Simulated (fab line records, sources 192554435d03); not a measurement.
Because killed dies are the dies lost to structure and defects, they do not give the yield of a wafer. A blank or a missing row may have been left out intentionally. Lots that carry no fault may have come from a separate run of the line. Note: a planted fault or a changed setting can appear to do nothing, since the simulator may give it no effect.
Which tool did it? || flow n5_finfet || 11 lots, 33 wafers sampled, at 4 steps of a route of 1938

WHAT THE GAUGES READ, wafer by wafer
N5_HKMG_FIN_THK_MEAS_70: measures by xrf.
{"lot": "L187", "measured": "day 4 05:41", "on": "film_metro-02", "HK_THK (nm)": "1.640 1.622 1.629"}
{"lot": "L188", "measured": "day 4 09:28", "on": "film_metro-02", "HK_THK (nm)": "1.622 1.588 1.608"}
{"lot": "L189", "measured": "day 4 14:00", "on": "film_metro-02", "HK_THK (nm)": "1.621 1.595 1.656"}
{"lot": "L190", "measured": "day 4 19:29", "on": "film_metro-01", "HK_THK (nm)": "1.582 1.607 1.607"}
{"lot": "L200", "measured": "day 7 12:32", "on": "film_metro-01", "HK_THK (nm)": "0.697 1.605 1.601"}
{"lot": "L201", "measured": "day 7 17:17", "on": "film_metro-02", "HK_THK (nm)": "0.695 1.623 0.686"}
{"lot": "L203", "measured": "day 8 01:29", "on": "film_metro-02", "HK_THK (nm)": "1.580 1.625 1.633"}
{"lot": "L204", "measured": "day 8 09:16", "on": "film_metro-01", "HK_THK (nm)": "1.618 1.613 1.589"}
{"lot": "L206", "measured": "day 8 22:16", "on": "film_metro-01", "HK_THK (nm)": "1.612 1.607 1.613"}
{"lot": "L207", "measured": "day 9 01:59", "on": "film_metro-02", "HK_THK (nm)": "1.656 1.626 1.613"}
{"lot": "L209", "measured": "day 9 15:14", "on": "film_metro-02", "HK_THK (nm)": "1.603 1.614 1.580"}

EACH LOT AND THE TOOL THAT RAN IT (in order: tool; ch and the chambers of the sampled wafers; start)
{"lot": "L187", "N5_SDB_STRIP_22": "plasma_asher-02 ch 0,1, day 3 20:59", "N5_SDB_ALD_29": "ald_sin-01 ch 0,3, day 3 22:16", "N5_HKMG_FIN_HK_ALD_01": "ald_hk-03 ch 0,2, day 4 01:55"}
{"lot": "L188", "N5_SDB_STRIP_22": "plasma_asher-01 ch 0,1, day 4 01:29", "N5_SDB_ALD_29": "ald_sin-02 ch 0,2,3, day 4 01:59", "N5_HKMG_FIN_HK_ALD_01": "ald_hk-03 ch 0,1,2, day 4 05:58"}
{"lot": "L189", "N5_SDB_STRIP_22": "plasma_asher-01 ch 0,1, day 4 06:20", "N5_SDB_ALD_29": "ald_sin-04 ch 2,3, day 4 06:49", "N5_HKMG_FIN_HK_ALD_01": "ald_hk-03 ch 0,1,3, day 4 10:32"}
{"lot": "L190", "N5_SDB_STRIP_22": "plasma_asher-01 ch 1, day 4 11:52", "N5_SDB_ALD_29": "ald_sin-04 ch 0,1,3, day 4 12:24", "N5_HKMG_FIN_HK_ALD_01": "ald_hk-01 ch 0,1,3, day 4 16:02"}
{"lot": "L200", "N5_SDB_STRIP_22": "plasma_asher-02 ch 0,1, day 7 04:06", "N5_SDB_ALD_29": "ald_sin-04 ch 0,2,3, day 7 05:02", "N5_HKMG_FIN_HK_ALD_01": "ald_hk-01 ch 0,1, day 7 08:42"}
{"lot": "L201", "N5_SDB_STRIP_22": "plasma_asher-02 ch 0,1, day 7 09:12", "N5_SDB_ALD_29": "ald_sin-04 ch 0,2,3, day 7 09:44", "N5_HKMG_FIN_HK_ALD_01": "ald_hk-01 ch 0,1,3, day 7 13:23"}
{"lot": "L203", "N5_SDB_STRIP_22": "plasma_asher-02 ch 0,1, day 7 17:30", "N5_SDB_ALD_29": "ald_sin-04 ch 0,1,2, day 7 17:57", "N5_HKMG_FIN_HK_ALD_01": "ald_hk-03 ch 1,2, day 7 21:35"}
{"lot": "L204", "N5_SDB_STRIP_22": "plasma_asher-01 ch 0,1, day 8 01:37", "N5_SDB_ALD_29": "ald_sin-02 ch 1,2,3, day 8 02:11", "N5_HKMG_FIN_HK_ALD_01": "ald_hk-03 ch 1,2,3, day 8 05:49"}
{"lot": "L206", "N5_SDB_STRIP_22": "plasma_asher-02 ch 0,1, day 8 13:50", "N5_SDB_ALD_29": "ald_sin-02 ch 0,1,2, day 8 15:03", "N5_HKMG_FIN_HK_ALD_01": "ald_hk-02 ch 0,1,3, day 8 18:48"}
{"lot": "L207", "N5_SDB_STRIP_22": "plasma_asher-02 ch 0,1, day 8 17:43", "N5_SDB_ALD_29": "ald_sin-02 ch 0,3, day 8 18:10", "N5_HKMG_FIN_HK_ALD_01": "ald_hk-03 ch 0,3, day 8 22:08"}
{"lot": "L209", "N5_SDB_STRIP_22": "plasma_asher-01 ch 0,1, day 9 07:28", "N5_SDB_ALD_29": "ald_sin-02 ch 0,1,3, day 9 07:59", "N5_HKMG_FIN_HK_ALD_01": "ald_hk-02 ch 0,3, day 9 11:46"}
- N5_SDB_STRIP_22: strips in N2/H2.
- N5_SDB_ALD_29: deposits SiNx, target thk 30 nm, pulse time 1 s, ald cycles 600.
- N5_HKMG_FIN_HK_ALD_01: deposits HfO2, target thk 1.6 nm, pulse time 3 s, purge time 3 s.

THE ANSWER, worked out from the rows above alone
Rule: the usual values come from the lots themselves. Put in order of their means at a reading, lots are off if they are a third of the lots or fewer, leave a main group of 4 or more, and stand apart from it by a gap of 3 or more times the standard deviation of the main group's means; of several such gaps the widest counts. A main group whose means are all the same, to the digits that the tables above print for the reading, isn't used. Also off: a lot with no number at a reading for which 4 or more lots have one. Any other lot the step has rows for is counted as sound.
Off: L200, L201, at N5_HKMG_FIN_THK_MEAS_70 (HK_THK). Mean 1.613 nm and standard deviation 0.012 in the main group.
If a tool, at a process step before that reading, ran all the lots that are off and no sound lot after the first of them, it fits. Those tools and the gauges at N5_HKMG_FIN_THK_MEAS_70 are tried in the same way. One fits: ald_hk-01 at N5_HKMG_FIN_HK_ALD_01. Its last sound lot is L190 (day 4 16:02), its first lot that is off L200 (day 7 08:42): a fault that began between those two fits.

WHAT HAD BEEN PUT IN BY THE SIMULATOR
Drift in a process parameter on ald_hk-01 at N5_HKMG_FIN_HK_ALD_01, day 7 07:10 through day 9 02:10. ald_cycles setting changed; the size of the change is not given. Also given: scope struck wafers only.
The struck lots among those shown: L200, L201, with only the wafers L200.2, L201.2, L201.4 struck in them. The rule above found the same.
